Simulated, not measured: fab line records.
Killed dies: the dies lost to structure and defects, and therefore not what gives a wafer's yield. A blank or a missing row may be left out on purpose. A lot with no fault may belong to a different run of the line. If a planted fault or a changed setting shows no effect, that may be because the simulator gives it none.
The tool behind it: which one? / flow n5 finfet / 26 wafers from 9 lots sampled at 3 of the route's 1938 steps

WHAT THE GAUGES READ, wafer by wafer
N5_BEOL_M2_OCD_MEAS_38.
lot=L603; measured=day 7 08:49; on=ocd-02; trench depth nm (nm)=57.6 55.9 57.0
lot=L607; measured=day 8 08:07; on=ocd-02; trench depth nm (nm)=0 0 0.5
lot=L609; measured=day 8 19:03; on=ocd-01; trench depth nm (nm)=0 0.2 0.3
lot=L610; measured=day 8 23:26; on=ocd-02; trench depth nm (nm)=0.1 0 0
lot=L615; measured=day 10 09:13; on=ocd-01; trench depth nm (nm)=55.8 56.0 57.1
lot=L617; measured=day 10 15:31; on=ocd-02; trench depth nm (nm)=54.5 57.3 55.1
lot=L618; measured=day 10 22:10; on=ocd-02; trench depth nm (nm)=57.1 55.0 57.8
lot=L621; measured=day 12 02:31; on=ocd-02; trench depth nm (nm)=57.3 57.1 56.2
lot=L623; measured=day 12 05:09; on=ocd-02; trench depth nm (nm)=56.3 55.9

WHAT TOOL EACH LOT RAN ON (gives the tool, then ch and the chambers of the sampled wafers, and finally the start)
lot=L603; N5_BEOL_M2_ETCH_63=rie diel-03 ch 0,2,3, day 7 06:26; N5_BEOL_M2_TRENCH_ETCH_37=rie diel-01 ch 1,2,3, day 7 08:39
lot=L607; N5_BEOL_M2_ETCH_63=rie diel-01 ch 1,2, day 8 06:33; N5_BEOL_M2_TRENCH_ETCH_37=rie diel-01 ch 0,2,3, day 8 07:58
lot=L609; N5_BEOL_M2_ETCH_63=rie diel-05 ch 0,2,3, day 8 08:53; N5_BEOL_M2_TRENCH_ETCH_37=rie diel-03 ch 0,1,3, day 8 18:54
lot=L610; N5_BEOL_M2_ETCH_63=rie diel-01 ch 0,1, day 8 17:13; N5_BEOL_M2_TRENCH_ETCH_37=rie diel-01 ch 0,2, day 8 23:17
lot=L615; N5_BEOL_M2_ETCH_63=rie diel-05 ch 0,1,2, day 10 03:34; N5_BEOL_M2_TRENCH_ETCH_37=rie diel-01 ch 0,2,3, day 10 09:03
lot=L617; N5_BEOL_M2_ETCH_63=rie diel-05 ch 0,1,2, day 10 09:40; N5_BEOL_M2_TRENCH_ETCH_37=rie diel-01 ch 1,2, day 10 15:21
lot=L618; N5_BEOL_M2_ETCH_63=rie diel-05 ch 0,1,3, day 10 18:56; N5_BEOL_M2_TRENCH_ETCH_37=rie diel-01 ch 0,1,2, day 10 22:01
lot=L621; N5_BEOL_M2_ETCH_63=rie diel-01 ch 1,3, day 11 15:33; N5_BEOL_M2_TRENCH_ETCH_37=rie diel-01 ch 0,1,3, day 12 02:22
lot=L623; N5_BEOL_M2_ETCH_63=rie diel-01 ch 0,1, day 11 23:17; N5_BEOL_M2_TRENCH_ETCH_37=rie diel-03 ch 1,3, day 12 04:59
- N5_BEOL_M2_ETCH_63: etches SiARC in CF4, target depth 15.6 nm, time 26 s.
- N5_BEOL_M2_TRENCH_ETCH_37: etches SiOC in C4F6/O2, target depth 55.555 nm, time 29.2 s.

THE ANSWER, worked out from the rows above alone
Rule: the usual values come from the lots themselves. Put in order of their means at a reading, lots are off if they are a third of the lots or fewer, leave a main group of 4 or more, and stand apart from it by a gap of 3 or more times the standard deviation of the main group's means; of several such gaps the widest counts. If all means in a main group match to the digits the tables above print for the reading, that group is not used. A lot without any number at a reading at which 4 lots or more have one is off too. The other lots that the step has rows for count as sound.
Off, at N5_BEOL_M2_OCD_MEAS_38 on trench depth nm: L607, L609, L610. The main group has a mean of 56.4 nm with a standard deviation of 0.44.
A tool fits if, at a process step before that reading, it ran every lot that is off, and no sound lot after the first of them. Those tools and the gauges at N5_BEOL_M2_OCD_MEAS_38 are tried in the same way. None of those tried fits.

WHAT THE SIMULATOR HAD PUT IN
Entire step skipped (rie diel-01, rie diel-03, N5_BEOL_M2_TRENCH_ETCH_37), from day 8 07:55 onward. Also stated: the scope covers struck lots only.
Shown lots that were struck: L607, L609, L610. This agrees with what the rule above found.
